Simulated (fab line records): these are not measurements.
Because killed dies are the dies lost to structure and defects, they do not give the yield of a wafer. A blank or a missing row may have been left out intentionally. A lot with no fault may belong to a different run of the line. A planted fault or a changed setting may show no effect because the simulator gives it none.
Split-lot study :: flow n5 finfet :: 21 wafers read across 7 lots, on a route 1938 steps long

## SPLIT DETAILS
At N5_BEOL_M9_EXPOSE_08 (exposes mask M9), the setting dose mj was moved away from the recipe's 53.75 on 5 of the 21 wafers read, by -7.4% to +5.4%. This setting was run at the recipe's value on the other wafers.

## FROM THE SPLIT TO THE READING: what the file shows between them, 15 steps
- N5_BEOL_M9_PEB_09: peb time 60 s
- N5_BEOL_M9_DEVELOP_10: develop time 30 s
- N5_BEOL_M9_CD_MEAS_11: target cd 64.1 nm
- N5_BEOL_M9_DESCUM_16: chemistry O2, time 7.9 s
- N5_BEOL_M9_ETCH_61: etches SiARC in CF4, target depth 39 nm, time 65 s
- N5_BEOL_M9_ETCH_62: etches SOC in N2/H2, target depth 110 nm, overetch 22 nm, time 165 s
- N5_BEOL_M9_STRIP_68: strips in N2/H2
- N5_BEOL_M9_STRIP_67: strips in CF4
- N5_BEOL_M9_HM_OPEN_17: chemistry Cl2/BCl3, target TiN, target depth 20 nm, overetch 6 nm
- N5_BEOL_M9_STRIP_19: strips in O2
- N5_BEOL_M9_CD_MEAS_18: pitch 140 nm, target cd 70 nm
- N5_BEOL_M9_COAT_63: time 60 s, resist thk 60 nm
- N5_BEOL_M9_COAT_64: time 60 s, resist thk 12 nm
- N5_BEOL_M9_PRECLEAN_42: cleans in residue remover, time 60 s
- N5_BEOL_M9_SRD_43: time 30 s

## THE READING
cd nm, in nm, at N5_BEOL_M9_CD_MEAS_35 (target cd 70 nm, target cd y 40 nm). A value of 69.9 nm with a standard deviation of 0.6 nm is what fault-free wafers of this fab line usually give.

wafer: L075.3
tool, chamber at the split: arfi scanner-03, 0
dose mj as run: 53.75
against the recipe: recipe
cd nm, nm: 70.1
against lot-mates on the recipe: -

wafer: L075.4
tool, chamber at the split: arfi scanner-03, 0
dose mj as run: 53.75
against the recipe: recipe
cd nm, nm: 70.5
against lot-mates on the recipe: -

wafer: L075.6
tool, chamber at the split: arfi scanner-03, 0
dose mj as run: 51.8
against the recipe: -3.6%
cd nm, nm: 68.3
against lot-mates on the recipe: -2.0

wafer: L078.3
tool, chamber at the split: arfi scanner-03, 0
dose mj as run: 53.75
against the recipe: recipe
cd nm, nm: 68.4
against lot-mates on the recipe: -

wafer: L078.4
tool, chamber at the split: arfi scanner-03, 0
dose mj as run: 49.76
against the recipe: -7.4%
cd nm, nm: 65.8
against lot-mates on the recipe: -3.2

wafer: L078.6
tool, chamber at the split: arfi scanner-03, 0
dose mj as run: 53.75
against the recipe: recipe
cd nm, nm: 69.6
against lot-mates on the recipe: -

wafer: L079.3
tool, chamber at the split: arfi scanner-02, 0
dose mj as run: 53.75
against the recipe: recipe
cd nm, nm: 69.9
against lot-mates on the recipe: -

wafer: L079.4
tool, chamber at the split: arfi scanner-02, 0
dose mj as run: 53.75
against the recipe: recipe
cd nm, nm: 69.8
against lot-mates on the recipe: -

wafer: L079.6
tool, chamber at the split: arfi scanner-02, 0
dose mj as run: 52.04
against the recipe: -3.2%
cd nm, nm: 68.3
against lot-mates on the recipe: -1.5

wafer: L080.1
tool, chamber at the split: arfi scanner-01, 0
dose mj as run: 53.75
against the recipe: recipe
cd nm, nm: 69.2
against lot-mates on the recipe: -

wafer: L080.2
tool, chamber at the split: arfi scanner-01, 0
dose mj as run: 50.37
against the recipe: -6.3%
cd nm, nm: 66.8
against lot-mates on the recipe: -2.9

wafer: L080.4
tool, chamber at the split: arfi scanner-01, 0
dose mj as run: 53.75
against the recipe: recipe
cd nm, nm: 70.2
against lot-mates on the recipe: -

wafer: L086.2
tool, chamber at the split: arfi scanner-02, 0
dose mj as run: 53.75
against the recipe: recipe
cd nm, nm: 70.4
against lot-mates on the recipe: -

wafer: L086.3
tool, chamber at the split: arfi scanner-02, 0
dose mj as run: 53.75
against the recipe: recipe
cd nm, nm: 70.5
against lot-mates on the recipe: -

wafer: L086.5
tool, chamber at the split: arfi scanner-02, 0
dose mj as run: 53.75
against the recipe: recipe
cd nm, nm: 69.7
against lot-mates on the recipe: -

wafer: L090.1
tool, chamber at the split: arfi scanner-02, 0
dose mj as run: 53.75
against the recipe: recipe
cd nm, nm: 69.8
against lot-mates on the recipe: -

wafer: L090.4
tool, chamber at the split: arfi scanner-02, 0
dose mj as run: 56.63
against the recipe: +5.4%
cd nm, nm: 72.5
against lot-mates on the recipe: +2.5

wafer: L090.6
tool, chamber at the split: arfi scanner-02, 0
dose mj as run: 53.75
against the recipe: recipe
cd nm, nm: 70.3
against lot-mates on the recipe: -

wafer: L093.1
tool, chamber at the split: arfi scanner-02, 0
dose mj as run: 53.75
against the recipe: recipe
cd nm, nm: 70.1
against lot-mates on the recipe: -

wafer: L093.2
tool, chamber at the split: arfi scanner-02, 0
dose mj as run: 53.75
against the recipe: recipe
cd nm, nm: 69.7
against lot-mates on the recipe: -

wafer: L093.6
tool, chamber at the split: arfi scanner-02, 0
dose mj as run: 53.75
against the recipe: recipe
cd nm, nm: 69.6
against lot-mates on the recipe: -

FIT RESULTS
A straight line over all 21 wafers: cd nm changes by +0.506 nm for each +1% of dose mj; r = +0.94; the points scatter about the line by 0.49 nm.
The same after taking each lot's own level away (the mean of its wafers on the recipe; 21 wafers): +0.458 nm for each +1%; r = +0.96; scatter 0.33 nm.
That fit puts the effect of the largest move of dose mj on the reading at 3.4 nm.
The span of the lots' own levels, 69.00 to 70.30 nm, comes to 2.2 times the standard deviation stated above.
So the slope is not independent of the lot-to-lot level: the two fits are not the same.
Check: for one of the wafers moved furthest among these (-7.4%), held out of the fit, the line's prediction against its lot-mates is -3.54 nm. It came out at -3.2 nm against them.

## THE WHOLE CHAIN: every reading that the file lists as answering this split, in the file's order
step: N5_BEOL_M9_CD_MEAS_11
what it does: target cd 64.1 nm
reading: cd nm
change (the file's fit): +0.521 nm for each +1% of the setting
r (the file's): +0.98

step: N5_BEOL_M9_ETCH_61
what it does: etches SiARC in CF4, target depth 39 nm, time 65 s
reading: BEOL_M9.cd offset nm (the simulator's own value, which no gauge read)
change (the file's fit): +0.475 nm for each +1% of the setting
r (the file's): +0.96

step: N5_BEOL_M9_ETCH_62
what it does: etches SOC in N2/H2, target depth 110 nm, overetch 22 nm, time 165 s
reading: BEOL_M9.cd offset nm (the simulator's own value, which no gauge read)
change (the file's fit): +0.49 nm for each +1% of the setting
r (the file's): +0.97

step: N5_BEOL_M9_CD_MEAS_18
what it does: pitch 140 nm, target cd 70 nm
reading: cd nm
change (the file's fit): +0.485 nm for each +1% of the setting
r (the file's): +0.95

step: N5_BEOL_M9_CD_MEAS_35
what it does: target cd 70 nm, target cd y 40 nm
reading: cd nm
change (the file's fit): +0.465 nm for each +1% of the setting
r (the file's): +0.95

## FILE'S OWN FIT
cd nm changes by +0.465 nm for each +1% of dose mj, r = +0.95.
